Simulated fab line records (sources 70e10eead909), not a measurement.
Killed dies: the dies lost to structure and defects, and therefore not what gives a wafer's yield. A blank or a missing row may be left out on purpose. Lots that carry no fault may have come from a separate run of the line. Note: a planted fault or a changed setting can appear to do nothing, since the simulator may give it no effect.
fab line records | flow nand-harc
record: lots: 6 wafers: 16 last-day: 31
route steps=1302 shown P_GATE@178 P_CONTACT@217 END@1302
lots that met no fault: from a run of the same line without faults
start-h: start of the lot's first displayed wafer, in hours after the record's first day | wait-h: hours since the lot's step before | " same as the row above | L1.1+2: one row covering several wafers at once | - no value present, or no start provided | * or withheld: withheld | < > ~ a bound
route shown NAME@n: NAME is a module with steps in the file, n the number in the route of the first one | usual: mean/standard deviation of fault-free wafers | same: alike in all rows | chamber/n: place in a boat | sites: readings site by site | _std_site: the values' standard deviation | _edge_site: outer sites' mean less inner sites' | radius-mm: how far each site lies from the wafer's centre | mask NAME#n: copy n | behind: the most recent tool/chamber to have shaped the wafer | hold: why the lot went on hold/how many hours it stayed there/how the hold came to an end | device: whichever transistor did not switch (one of n, p or np) | end of line: the route-end tests of the same wafers | step lacking rows: just its recipe | killed: not the wafer's yield, but the dies lost to structure and defects at the first sort | map: shows each die of a wafer: x if killed, . if not, _ if none is there
set.NAME: setting as actually run; set.NAME@STEP: the setting as run at that earlier step | model.NAME: the simulator's own value behind a step, which no gauge read
certain route steps with their lots: each step a table, each wafer a row
services: the hour from which a tool's chamber was out of use, counted from the record's first day as start-h (under 0 if before that day), plus the number of hours and why
== steps ==
step: NHARC_P_GATE_HMDS_52
recipe: time-s: 30
step: NHARC_P_GATE_COAT_53
recipe: spin-rpm: 3000
step: NHARC_P_GATE_SOFTBAKE_54
recipe: temp-c: 122 time-s: 95
step: NHARC_P_GATE_EBR_55
step: NHARC_P_GATE_EXPOSE_56
recipe: na: 0.6 target-cd-nm: 720 dose-mj: 14.81 mask-id: P_PSD
step: NHARC_P_GATE_PEB_57
recipe: peb-temp-c: 118 peb-time-s: 85
step: NHARC_P_GATE_DEVELOP_58
recipe: time-s: 70
step: NHARC_P_GATE_CD_MEAS_59
recipe: target-cd-nm: 720 landing-energy-ev: 500
usual: cd-nm: 719.2/2.1
columns lot.wafer tool chamber start-h wait-h cd-nm
L781.3 cd-sem-03 0 136.56 - 723.9
L781.5 " 0 " " 721.8
L781.6 " 0 " " 720.2
L784.2 cd-sem-02 0 165.67 - 718.1
L784.3 " 0 " " 719.5
L784.5 " 0 " " 715.5
L785.2 cd-sem-01 0 180.35 - 723.0
L785.3 " 0 " " 720.7
L785.5 " 0 " " 719.5
L786.3 cd-sem-01 0 188.88 - 718.9
L786.5 " 0 " " 719.2
L786.6 " 0 " " 723.3
L792.1 cd-sem-02 0 257.47 - 719.6
L792.5 " 0 " " 718.2
L793.2 cd-sem-02 0 258.31 - 723.0
L793.6 " 0 " " 719.9
step: NHARC_P_GATE_HARDBAKE_60
recipe: temp-c: 125 time-s: 80
step: NHARC_P_GATE_DESCUM_61
recipe: time-s: 3 o2-flow-sccm: 200 ar-flow-sccm: 0 bias-power-w: 0 chemistry: O2
usual: drypump-motor-current-A: 5.8/0.51 oes-product-au: 0.993/0.016 rf-vpp-V: 57.8/0.82 showerhead-plenum-p-Torr: 1.91/0.07 throttle-valve-pct: 11.311/0.0085
columns lot.wafer tool chamber start-h wait-h drypump-motor-current-A oes-product-au rf-hours-counter-h rf-vpp-V showerhead-plenum-p-Torr throttle-valve-pct
L781.3 rie-diel-04 3 136.73 - 5.9 0.974 12 57.8 1.93 11.305
L781.5 " 2 " " 5.7 0.982 - 58.0 2.04 11.297
L781.6 " 3 " " 5.8 0.971 - 59.0 1.93 11.317
L784.3 rie-diel-04 0 165.85 - 5.8 1.008 11 57.7 1.86 11.313
L784.2 " 1 " " 6.4 0.989 8 57.7 2.03 11.305
L784.5 " 2 " " 5.6 0.970 - 59.1 2.03 11.304
L785.3 rie-diel-03 3 180.52 - 4.8 0.987 2 57.0 1.87 11.308
L785.2 " 0 " " 5.0 1.031 3 57.3 1.91 11.318
L785.5 " 3 " " 4.8 0.981 - 57.3 1.87 11.307
L786.3 rie-diel-03 3 189.06 - 4.8 0.971 3 57.9 1.87 11.305
L786.5 " 1 " " 6.1 0.987 - 58.3 1.90 11.303
L786.6 " 2 " " 5.7 0.998 - 56.8 1.83 11.317
L792.1 rie-diel-03 3 257.67 - 4.8 0.986 6 56.7 1.87 11.306
L792.5 " 1 " " 6.1 0.978 - 57.3 1.90 11.301
L793.2 rie-diel-04 1 258.51 - 6.4 0.985 4 58.0 2.03 11.307
L793.6 " 3 " " 5.8 0.981 - 56.8 1.92 11.315
step: NHARC_P_GATE_IMPLANT_62
recipe: energy-kev: 20 dose-cm2: 3e+15 tilt-deg: 7
step: NHARC_P_GATE_STRIP_112
recipe: power-w: 1500 temp-c: 110 time-s: 200 chemistry: N2/H2
step: NHARC_P_GATE_STRIP_76
recipe: power-w: 1500 temp-c: 250 chemistry: O2
usual: drypump-motor-current-A: 5.9/0.37 heater-power-w: 346/43
columns lot.wafer tool chamber start-h wait-h drypump-motor-current-A heater-power-w rf-hours-counter-h
L781.3 plasma-asher-01 0 137.37 0.2 5.4 298 -
L781.5 " 0 " " 5.4 300 -
L781.6 " 1 " " 6.0 365 -
L784.2 plasma-asher-02 0 166.89 0.2 6.4 304 16
L784.3 " 0 " " 6.4 322 -
L784.5 " 0 " " 6.4 304 -
L785.2 plasma-asher-01 0 181.15 0.2 5.4 292 2
L785.3 " 0 " " 5.5 284 -
L785.5 " 0 " " 5.4 286 -
L786.3 plasma-asher-02 0 189.69 0.2 6.4 311 -
L786.6 " 0 " " 6.4 311 -
L786.5 " 1 " " 5.5 405 -
L792.1 plasma-asher-01 1 258.40 0.2 6.0 361 19
L792.5 " 1 " " 6.0 365 -
L793.2 plasma-asher-01 1 259.11 0.2 6.0 371 19
L793.6 " 1 " " 6.0 368 -
step: NHARC_P_GATE_STRIP_63
recipe: time-s: 900 temp-c: 130 chemistry: SPM
step: NHARC_P_GATE_DEHYDRATE_83
recipe: temp-c: 150 time-s: 120
step: NHARC_P_GATE_HMDS_84
recipe: time-s: 30
step: NHARC_P_GATE_COAT_85
recipe: spin-rpm: 3000
step: NHARC_P_GATE_SOFTBAKE_86
recipe: temp-c: 122 time-s: 95
step: NHARC_P_GATE_EBR_87
step: NHARC_P_GATE_EXPOSE_88
recipe: na: 0.6 target-cd-nm: 2000 dose-mj: 11.87 mask-id: P_HVN
step: NHARC_P_GATE_PEB_89
recipe: peb-temp-c: 118 peb-time-s: 85
step: NHARC_P_GATE_DEVELOP_90
recipe: time-s: 70
step: NHARC_P_GATE_CD_MEAS_91
recipe: target-cd-nm: 2000 landing-energy-ev: 500
usual: cd-nm: 2000.6/2
columns lot.wafer tool chamber start-h wait-h cd-nm
L781.3 cd-sem-02 0 138.16 - 2002.3
L781.5 " 0 " " 2000.9
L781.6 " 0 " " 2002.7
L784.2 cd-sem-01 0 167.82 - 1996.5
L784.3 " 0 " " 2002.3
L784.5 " 0 " " 1997.5
L785.2 cd-sem-01 0 182.08 - 2003.1
L785.3 " 0 " " 2001.4
L785.5 " 0 " " 2003.0
L786.3 cd-sem-03 0 190.59 - 1999.7
L786.5 " 0 " " 1998.4
L786.6 " 0 " " 1999.6
L792.1 cd-sem-02 0 259.31 - 1998.1
L792.5 " 0 " " 2000.5
L793.2 cd-sem-03 0 260.03 - 1999.3
L793.6 " 0 " " 1999.0
step: NHARC_P_GATE_HARDBAKE_92
recipe: temp-c: 125 time-s: 80
step: NHARC_P_GATE_DESCUM_93
recipe: time-s: 3 o2-flow-sccm: 200 ar-flow-sccm: 0 bias-power-w: 0 chemistry: O2
step: NHARC_P_GATE_IMPLANT_94
recipe: energy-kev: 60 dose-cm2: 2e+15 tilt-deg: 7
step: NHARC_P_GATE_STRIP_113
recipe: power-w: 1500 temp-c: 110 time-s: 740 chemistry: N2/H2
step: NHARC_P_GATE_STRIP_95
recipe: power-w: 1500 temp-c: 250 chemistry: O2
usual: drypump-motor-current-A: 5.8/0.35 heater-power-w: 342/42
columns lot.wafer tool chamber start-h wait-h drypump-motor-current-A heater-power-w rf-hours-counter-h
L781.3 plasma-asher-01 1 139.41 0.4 6.1 356 -
L781.6 " 1 " " 6.0 365 -
L781.5 " 0 " " 5.4 304 -
L784.2 plasma-asher-02 0 169.07 0.5 6.4 310 17
L784.3 " 1 " " 5.5 421 -
L784.5 " 1 " " 5.5 420 -
L785.2 plasma-asher-02 1 183.33 0.5 5.6 414 21
L785.3 " 1 " " 5.6 408 -
L785.5 " 1 " " 5.6 395 -
L786.3 plasma-asher-02 1 191.88 0.4 5.5 409 -
L786.5 " 1 " " 5.6 421 -
L786.6 " 0 " " 6.4 317 -
L792.1 plasma-asher-01 0 260.56 0.5 5.4 292 20
L792.5 " 0 " " 5.4 291 -
L793.2 plasma-asher-01 0 261.34 0.5 5.5 285 21
L793.6 " 0 " " 5.4 283 -
step: NHARC_P_GATE_STRIP_96
recipe: time-s: 900 temp-c: 130 chemistry: SPM
step: NHARC_P_GATE_RTA_64
recipe: temp-c: 1050 time-s: 1
usual: lamp-power-pct: 33.4/1.4 lamp_zone_4_pct: 33.4/1.4 wafer_temp_C_max: 1054.7/1.5
columns lot.wafer tool chamber start-h wait-h lamp-power-pct lamp_zone_4_pct wafer_temp_C_max
L781.3 rtp-anneal-02 0 140.02 - 34.7 34.7 1054.7
L781.5 " 0 " " 34.7 34.7 1055.1
L781.6 " 0 " " 34.6 34.7 1054.0
L784.2 rtp-anneal-02 0 169.65 - 34.8 34.7 1053.4
L784.3 " 0 " " 34.7 34.8 1053.0
L784.5 " 0 " " 34.7 34.6 1054.6
L785.2 rtp-anneal-02 0 183.92 - 34.7 34.8 1053.0
L785.3 " 0 " " 34.6 34.7 1053.5
L785.5 " 0 " " 34.7 34.8 1052.9
L786.3 rtp-anneal-01 0 192.48 - 31.9 32.0 1054.8
L786.5 " 0 " " 32.0 31.9 1058.2
L786.6 " 0 " " 31.9 31.9 1055.3
L792.1 rtp-anneal-01 0 261.11 - 32.0 31.9 1055.0
L792.5 " 0 " " 32.0 31.9 1057.0
L793.2 rtp-anneal-01 0 261.92 - 32.0 32.0 1053.9
L793.6 " 0 " " 32.0 32.0 1057.1
step: NHARC_P_GATE_ETCH_77
recipe: target-depth-a: 60 chemistry: dHF material: SiO2
step: NHARC_P_GATE_DEGAS_109
recipe: temp-c: 300 time-s: 60
usual: heater-power-w: 459/55
columns lot.wafer tool chamber start-h wait-h heater-power-w
L781.3 pvd-sputter-03 - 140.27 0.1 432
L781.6 " - " " 462
L781.5 " - " " 430
L784.3 pvd-sputter-02 - 169.93 0.1 545
L784.2 " - " " 384
L784.5 " - " " 488
L785.2 pvd-sputter-01 - 184.21 0.1 476
L785.3 " - " " 572
L785.5 " - " " 452
L786.3 pvd-sputter-02 - 192.73 0.1 494
L786.6 " - " " 484
L786.5 " - " " 541
L792.1 pvd-sputter-01 - 261.42 0.1 437
L792.5 " - " " 566
L793.2 pvd-sputter-03 - 262.21 0.1 427
L793.6 " - " " 411
step: NHARC_P_GATE_PRE_CLEAN_110
recipe: time-s: 30 bias-v: 200 gas: Ar
step: NHARC_P_GATE_SPUTTER_78
recipe: target-thk-a: 100 material: Ni
step: NHARC_P_GATE_SPUTTER_79
recipe: target-thk-a: 100 material: TiN
step: NHARC_P_GATE_RTA_80
recipe: temp-c: 300 time-s: 30
step: NHARC_P_GATE_STRIP_67
recipe: time-s: 600 temp-c: 130 chemistry: SPM
step: NHARC_P_GATE_RTA_82
recipe: temp-c: 450 time-s: 30
step: NHARC_P_GATE_INSPECT_68
usual: raw-defect-count: 204/84
columns lot.wafer tool chamber start-h wait-h hold raw-defect-count
L781.3 defect-inspect-01 - 141.23 0.1 - 270
L781.5 " - " " - 258
L781.6 " - " " - 185
L784.2 defect-inspect-01 - 170.88 0.1 - 273
L784.3 " - " " - 192
L784.5 " - " " - 247
L785.2 defect-inspect-02 - 185.16 0.1 - 148
L785.3 " - " " - 130
L785.5 " - " " - 113
L786.3 defect-inspect-02 - 193.69 0.1 - 157
L786.5 " - " " - 122
L786.6 " - " " - 99
L792.1 defect-inspect-02 - 262.37 0.2 await-dispo/0.2h/release 982
L792.5 " - " " await-dispo/0.2h/release 1305
L792.1 defect-inspect-02 - 262.54 0.2 - 981
L792.5 " - " " - 1318
L793.2 defect-inspect-02 - 263.24 0.1 await-dispo/0.2h/release 1054
L793.6 " - " " await-dispo/0.2h/release 1051
L793.2 defect-inspect-02 - 263.42 0.2 - 1035
L793.6 " - " " - 1051
step: NHARC_P_CONTACT_DEP_30
recipe: target-thk-a: 300 temp-c: 400 target-thk-nm: 30 flow-sccm: 200 rf-w: 450 material: SiNx
usual: heater-power-w: 738/98
columns lot.wafer tool chamber start-h wait-h hold heater-power-w
L781.3 pecvd-04 1 141.30 0.1 - 787
L781.5 " 2 " " - 858
L781.6 " 0 " " - 727
L784.2 pecvd-03 0 171.01 0.1 - 730
L784.3 " 2 " " - 806
L784.5 " 2 " " - 799
L785.3 pecvd-02 0 185.23 0.1 - 772
L785.2 " 1 " " - 834
L785.5 " 1 " " - 836
L786.3 pecvd-04 0 193.79 0.1 - 629
L786.5 " 0 " " - 622
L786.6 " 1 " " - 742
L793.2 pecvd-04 0 264.32 0.9 await-dispo/0.8h/release 769
L793.6 " 1 " " await-dispo/0.8h/release 854
L792.1 pecvd-03 1 268.25 5.7 await-dispo/5.6h/release 613
L792.5 " 2 " " await-dispo/5.6h/release 755
step: NHARC_P_CONTACT_DEP_00
recipe: target-thk-a: 5000 temp-c: 400 pressure-torr: 6.5 rf-w: 900 teos-flow-sccm: 161.4 flow-sccm: 2650 target-thk-nm: 500 gas: O2 material: SiO2
usual: heater-power-w: 572/110 throttle-valve-pct: 15.7/0.56
columns lot.wafer tool chamber start-h wait-h heater-power-w throttle-valve-pct
L781.3 pecvd-04 1 - - 560 15.7
L781.5 " 2 " " 648 16.0
L781.6 " 0 " " 555 14.6
L784.2 pecvd-03 0 171.36 0.3 582 16.5
L784.3 " 2 " " 649 15.1
L784.5 " 2 " " 682 15.2
L785.3 pecvd-02 0 - - 626 16.2
L785.2 " 1 " " 769 15.6
L785.5 " 1 " " 761 15.5
L786.3 pecvd-04 0 - - 521 15.0
L786.5 " 0 " " 557 14.9
L786.6 " 1 " " 636 15.6
L793.2 pecvd-04 0 - - 603 14.9
L793.6 " 1 " " 682 15.8
L792.1 pecvd-03 1 - - 469 15.7
L792.5 " 2 " " 666 15.1
step: NHARC_END_SORT_01
recipe: temp-c: 25
usual: killed-at-array: 58/19 killed-at-other: 1.1/1.2 killed-at-periphery: 3.8/2.4 killed-dies: 63/18 killed-open: 3.3/1.8 killed-short: 2.2/1.6
same: gross-dies: 677
columns lot.wafer tool chamber start-h wait-h killed-at-array killed-at-other killed-at-periphery killed-dies killed-open killed-short
L781.3 prober-01 0 592.69 3.1 39 0 4 43 1 1
L781.5 prober-01 0 594.27 3.7 46 2 7 55 4 3
L781.6 prober-01 0 595.06 4.0 41 1 3 45 4 0
L784.2 prober-01 0 611.42 2.8 25 3 2 30 4 2
L784.3 prober-01 0 612.22 3.1 32 2 0 34 1 6
L784.5 prober-01 0 613.81 3.7 31 3 5 39 5 4
L786.3 prober-02 0 651.77 3.1 53 4 2 59 3 3
L786.5 prober-02 0 653.38 3.7 55 2 3 60 3 2
L786.6 prober-02 0 654.19 4.0 48 1 5 54 5 1
L792.1 prober-01 0 727.90 2.5 56 1 95 152 2 1
L792.5 prober-01 0 731.06 3.7 38 4 84 126 1 2
L793.2 prober-01 0 730.25 2.8 74 1 93 168 5 2
L793.6 prober-01 0 733.39 3.9 58 0 91 149 5 2
killed by level:class
L781.3 A_CHANNEL_HOLE_D2:chamber-film-flake=28 A_CONTACT:chamber-film-flake=5 P_ZERO_WELL:chamber-film-flake=3 A_CHANNEL_HOLE_D1:chamber-film-flake=3 A_SOURCE_PLATE:geometric-particle:open=1 A_SOURCE_PLATE:geometric-particle:short=1 P_BONDPAD:chamber-film-flake=1 A_CHANNEL_FILL_D1:chamber-film-flake=1
L781.5 A_CHANNEL_HOLE_D2:chamber-film-flake=27 A_CONTACT:chamber-film-flake=8 P_ZERO_WELL:chamber-film-flake=3 P_GATE:chamber-film-flake=2 A_CHANNEL_HOLE_D1:chamber-film-flake=2 P_M0:geometric-particle:open=1 A_CHANNEL_FILL_D1:geometric-particle:short=1 A_ONON_D2:geometric-particle:short=1
L781.6 A_CHANNEL_HOLE_D2:chamber-film-flake=28 A_CONTACT:chamber-film-flake=4 A_DECK1_JOINT:chamber-film-flake=3 A_CONTACT:geometric-particle:open=2 P_GATE:chamber-film-flake=2 P_CONTACT:geometric-particle:open=1 A_SOURCE_PLATE:geometric-particle:open=1 A_CHANNEL_HOLE_D1:chamber-film-flake=1
L784.2 A_CHANNEL_HOLE_D2:chamber-film-flake=9 A_STAIRCASE:chamber-film-flake=7 THIN_TSV:chamber-film-flake=3 A_CHANNEL_FILL_D1:geometric-particle:open=1 A_CHANNEL_FILL_D2:geometric-particle:short=1 A_CHANNEL_FILL_D2:geometric-particle:open=1 A_STAIRCASE:geometric-particle:open=1 A_M0:geometric-particle:short=1
L784.3 A_CHANNEL_HOLE_D2:chamber-film-flake=13 A_STAIRCASE:chamber-film-flake=7 A_CHANNEL_HOLE_D1:chamber-film-flake=3 A_CHANNEL_FILL_D1:geometric-particle:short=2 THIN_TSV:chamber-film-flake=2 A_ONON_D1:geometric-particle:short=1 A_CHANNEL_FILL_D1:geometric-particle:open=1 A_CHANNEL_HOLE_D2:geometric-particle:short=1
L784.5 A_CHANNEL_HOLE_D2:chamber-film-flake=12 A_CHANNEL_HOLE_D1:chamber-film-flake=7 A_STAIRCASE:chamber-film-flake=3 THIN_TSV:chamber-film-flake=3 A_DECK1_JOINT:chamber-film-flake=2 P_STI:geometric-particle:short=1 P_STI:geometric-particle:open=1 P_GATE:geometric-particle:open=1
L786.3 A_CHANNEL_HOLE_D1:chamber-film-flake=25 A_CHANNEL_HOLE_D2:chamber-film-flake=21 HYBRID_BOND:chamber-film-flake=2 P_CONTACT:geometric-particle:open=1 P_M0:geometric-particle:open=1 A_ONON_D1:geometric-particle:open=1 A_ONON_D1:geometric-particle:short=1 A_WL_FILL:geometric-particle:short=1
L786.5 A_CHANNEL_HOLE_D1:chamber-film-flake=30 A_CHANNEL_HOLE_D2:chamber-film-flake=15 P_GATE:chamber-film-flake=3 A_CONTACT:chamber-film-flake=3 THIN_TSV:chamber-film-flake=2 A_BONDPAD:chamber-film-flake=2 A_CHANNEL_FILL_D1:geometric-particle:short=1 A_DECK1_JOINT:geometric-particle:short=1
L786.6 A_CHANNEL_HOLE_D1:chamber-film-flake=27 A_CHANNEL_HOLE_D2:chamber-film-flake=13 A_CONTACT:chamber-film-flake=3 P_CONTACT:geometric-particle:open=2 A_M0:geometric-particle:open=2 P_STI:chamber-film-flake=2 A_ONON_D2:geometric-particle:open=1 STARTING-WAFER:geometric-particle:short=1
L792.1 P_GATE:unspecified=93 A_SLIT:chamber-film-flake=33 A_CHANNEL_HOLE_D2:chamber-film-flake=8 A_CONTACT:chamber-film-flake=4 A_STAIRCASE:chamber-film-flake=3 A_M1:chamber-film-flake=2 P_CONTACT:geometric-particle:short=1 A_SOURCE_PLATE:geometric-particle:open=1
L793.2 P_GATE:unspecified=90 A_CHANNEL_HOLE_D1:chamber-film-flake=39 A_SLIT:chamber-film-flake=19 A_WL_FILL:chamber-film-flake=5 P_M1:geometric-particle:open=2 A_STAIRCASE:chamber-film-flake=2 A_CONTACT:chamber-film-flake=2 A_DECK1_JOINT:geometric-particle:short=1
L792.5 P_GATE:unspecified=84 A_SLIT:chamber-film-flake=17 A_CONTACT:chamber-film-flake=5 A_CHANNEL_HOLE_D2:chamber-film-flake=4 THIN_TSV:chamber-film-flake=4 A_M1:chamber-film-flake=3 A_CHANNEL_HOLE_D1:chamber-film-flake=2 A_ONON_D1:geometric-particle:short=1
L793.6 P_GATE:unspecified=86 A_CHANNEL_HOLE_D1:chamber-film-flake=25 A_SLIT:chamber-film-flake=21 A_STAIRCASE:chamber-film-flake=4 A_CONTACT:chamber-film-flake=3 P_M0:geometric-particle:open=2 P_BONDPAD:chamber-film-flake=2 P_CONTACT:geometric-particle:open=1
map L792.1 (x killed, . not)
____________x____________
_________......._________
_______..........._______
______....xx.......______
_____.....x.xx.x...x_____
____.......xxxxx.....____
____.......xxx.......____
___........x.x.....x..___
___...x.....xxx..x....___
__....x...xxxxxxx......__
__......x..x.xx........__
_.........xx..x........._
_........x..x..........._
_......x...x.xx..x......_
_........xxxxx.x........_
_........xxxxxxx........_
.......xxxxxxxxx.........
........xxxxxxxxx........
..x...x.xxxxxxxx.........
........xxxxxxxxx........
......xxxxxxxxxx.....x...
_..x...xxxxxxxxx........_
_......xxxxxxxxxx......._
_.......xxxxxxxx......x._
_........xxxxxx.....x..._
_x........xxx.x........._
__x.........xx.........__
__.....................__
___..x................___
___...................___
____.................____
____.................____
_____..............._____
______.............______
_______..........._______
_________......._________
____________.____________
map L793.2 (x killed, . not)
____________.____________
_________......._________
_______..........._______
______..x..........______
_____.x.xx.........._____
____.xxxxxx..........____
____.xxxxxxx.........____
___...xxxx...x........___
___...xxxxx.....x.....___
__.....xxx.x...........__
__.xxxxxxxx............__
_.x....................._
_....x..xxx.xx.........._
_.....xx.x.xx.x........._
_......xxxxxxxx........._
_......xxxxxxxx.x......._
.......xxxxxxxx..........
........xxxxxxxxx...x....
.....x.xxxxxxxxx.x.......
.......xxxxxxxxxx........
......x..xxxxxxxxx.......
_.x.x...xxxxxxxxx......._
_.x...xxxxxxxxxx........_
_........xxxxxxx........_
_.......x.xxxx.........._
_.......xxxxxx.........._
__..........x.x......x.__
__..........x..........__
___....x..............___
___...................___
____.............x...____
____.................____
_____............xx._____
______.............______
_______..........._______
_________x......_________
____________.____________
== services ==
columns tool chamber start-h hours kind
pvd-sputter-01 - 144.54 1.9 repair
pecvd-03 1 158.90 13.6 repair
plasma-asher-01 - 165.42 9.0 pm
plasma-asher-01 0 165.42 9.0 vent-cycle
plasma-asher-01 1 165.42 9.0 vent-cycle
pvd-sputter-03 - 170.00 10.0 pm
plasma-asher-01 0 174.42 - clean
plasma-asher-01 1 174.42 - clean
pecvd-03 - 177.07 1.3 repair
rie-diel-04 - 177.90 9.0 pm
pvd-sputter-03 - 182.46 2.2 repair
pvd-sputter-02 - 183.48 7.7 repair
pecvd-03 - 185.00 13.0 pm
pvd-sputter-01 - 192.34 3.2 repair
rie-diel-03 3 207.45 1.3 repair
pvd-sputter-03 - 214.92 15.2 repair
pvd-sputter-01 - 226.00 10.0 pm
pecvd-02 - 227.33 13.0 pm
plasma-asher-01 - 237.88 0.3 repair
plasma-asher-02 - 241.26 10.5 repair
rie-diel-03 - 253.44 2.4 repair
pecvd-02 2 260.19 131.5 repair
plasma-asher-02 0 260.72 - clean
plasma-asher-02 1 260.72 - clean
== key ==
first-sign: step: NHARC_P_GATE_INSPECT_68 reading: raw-defect-count direction: up sigmas: 11 usual: 204 struck: 1098
effect: step: NHARC_P_GATE_INSPECT_68 reading: hold direction: added
effect: step: NHARC_END_SORT_01 reading: killed-at-periphery direction: up sigmas: 36 usual: 3.8 struck: 90.8
more-kills-born-at: NHARC_P_GATE_STRIP_76@plasma-asher-01: 353
met-at NHARC_P_GATE_STRIP_76
struck-wafers L792.1,L792.5,L793.2,L793.6
tester-left-out L792,L793
onset-between 137.37 258.40
also-fits time
fault: kind: chamber-particle-source tool: plasma-asher-01 chamber: 1 onset-h: 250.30 steps: NHARC_P_GATE_STRIP_76 rate-per-visit-cm2: 1.2148 end-h: 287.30
tester-left-out: of these lots the tester's yield and bins aren't shown, on N5 and GAA mostly nor the transistor test; their killed dies are dies lost to structure and defects alone, not to doping, threshold or leakage, so they don't give the yield
